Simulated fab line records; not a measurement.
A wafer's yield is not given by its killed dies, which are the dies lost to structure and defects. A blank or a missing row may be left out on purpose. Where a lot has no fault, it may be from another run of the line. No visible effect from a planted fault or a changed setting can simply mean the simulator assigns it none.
A struck lot beside a sound one	flow n5_finfet	36 out of 1938 route steps
Sound: wafers L977.3, L977.4, L977.5. Struck: wafer L966.4 (L966.5, L966.6, from the same lot, were not struck and are left out); the cause is given at the end.
Per side, at each step with rows, come the tool, then ch with its chambers, and then its first start. Under that, the readings that differ: sound wafers	struck wafers	difference of the means	sigmas: that difference in standard deviations of wafers without a fault.
alike: a reading whose means differ by less than 2 such deviations, as well as words and numbers matching on both sides. not compared: withheld readings; readings where some wafer has no value; bounds like >300 that might hide an equal value; numbers whose values overlap and for which the record gives no deviation.
A row with sigmas, a row that says differs or no value, or rows on one side alone: a step with any of these is where the two part. When numbers do not overlap yet have no deviation, they are printed without sigmas and do not part them. A reading missing from all wafers of one side parts the sides only when that side holds two or more wafers.

first, 8 steps without rows for these wafers: N5_BEOL_M8_SPUTTER_48 (material Cu, target thk 10 nm, time 1.667 s); N5_BEOL_M8_ECD_50 (material Cu, target thk 300 nm); N5_BEOL_M8_ANNEAL_51 (time 90 s); N5_BEOL_M8_CMP_52 (polishes, stops on SiCOH lowk, t overpolish 6.9 s, target thk 80 nm); N5_BEOL_M8_PRE_CLEAN_55 (time 15 s); N5_BEOL_M8_DEP_56 (deposits SiCN from 3MS/NH3, target thk 10 nm, time 17.5 s); N5_BEOL_M9_ILD_DEP_00 (deposits SiCOH lowk from DEMS/porogen, target thk 308.51 nm, time 58 s); N5_BEOL_M9_CURE_71 (cures SiCOH lowk, time 240 s).
N5_BEOL_M9_PECVD_70: deposits SiO2 from TEOS/O2, target thk 20 nm, time 22.7 s.
  sound on pecvd-04 ch 0,1,2, day 14 11:32; struck on pecvd-02 ch 2, day 12 06:50
reading	sound	struck	difference	sigmas
susceptor_temp_C (C)	399.78 400.16 399.97	393.51	-6.46	-29
model.SiO2_of_BEOL_M9_PECVD_70.thk_nm (nm)	19.6 20.2 20	21.2	+1.3	
  alike: heater_power_w, showerhead_plenum_p_Torr, throttle_valve_pct
then, 25 steps without rows for these wafers: N5_BEOL_M9_HM_DEP_02 (deposits TiN, target thk 20 nm); N5_BEOL_M9_COAT_59 (time 60 s, resist thk 100 nm); N5_BEOL_M9_COAT_60 (time 60 s, resist thk 30 nm); N5_BEOL_M9_COAT_05 (resist thk 90 nm); N5_BEOL_M9_EBR_07; N5_BEOL_M9_SOFTBAKE_06 (time 60 s); N5_BEOL_M9_EXPOSE_08 (exposes mask M9); N5_BEOL_M9_PEB_09 (peb time 60 s); N5_BEOL_M9_DEVELOP_10 (develop time 30 s); N5_BEOL_M9_DESCUM_16 (chemistry O2, time 7.9 s); N5_BEOL_M9_ETCH_61 (etches SiARC in CF4, target depth 39 nm, time 65 s); N5_BEOL_M9_ETCH_62 (etches SOC in N2/H2, target depth 110 nm, overetch 22 nm, time 165 s); N5_BEOL_M9_STRIP_68 (strips in N2/H2); N5_BEOL_M9_STRIP_67 (strips in CF4); N5_BEOL_M9_HM_OPEN_17 (chemistry Cl2/BCl3, target TiN, target depth 20 nm, overetch 6 nm); N5_BEOL_M9_STRIP_19 (strips in O2); N5_BEOL_M9_COAT_63 (time 60 s, resist thk 60 nm); N5_BEOL_M9_COAT_64 (time 60 s, resist thk 12 nm); N5_BEOL_M9_COAT_75 (time 60 s, resist thk 5 nm); N5_BEOL_M9_COAT_22 (resist thk 30 nm); N5_BEOL_M9_EBR_24; N5_BEOL_M9_SOFTBAKE_23 (time 60 s); N5_BEOL_M9_EXPOSE_25 (exposes mask V8); N5_BEOL_M9_PEB_26 (peb time 60 s); N5_BEOL_M9_DEVELOP_27 (develop time 30 s).
N5_BEOL_M9_HM_STRIP_39: strips TiN in peroxide tin strip, target depth 25 nm, time 158 s.
  sound on wet_bench-01 ch 1,2,7, day 14 14:40; struck on wet_bench-02 ch 5, day 12 12:02
reading	sound	struck	difference	sigmas
model.SiO2_of_BEOL_M9_PECVD_70.thk_nm (nm)	19.4 20 19.8	21	+1	
following that, these wafers have no rows for 1 step: N5_PASSIVATION_PROBE_49.

WHERE THEY PART
N5_BEOL_M9_PECVD_70 only, going by this record.

WHY: the cause the simulator had injected
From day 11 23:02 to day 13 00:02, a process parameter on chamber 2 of pecvd-02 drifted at N5_BEOL_M9_PECVD_70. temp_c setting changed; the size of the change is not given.
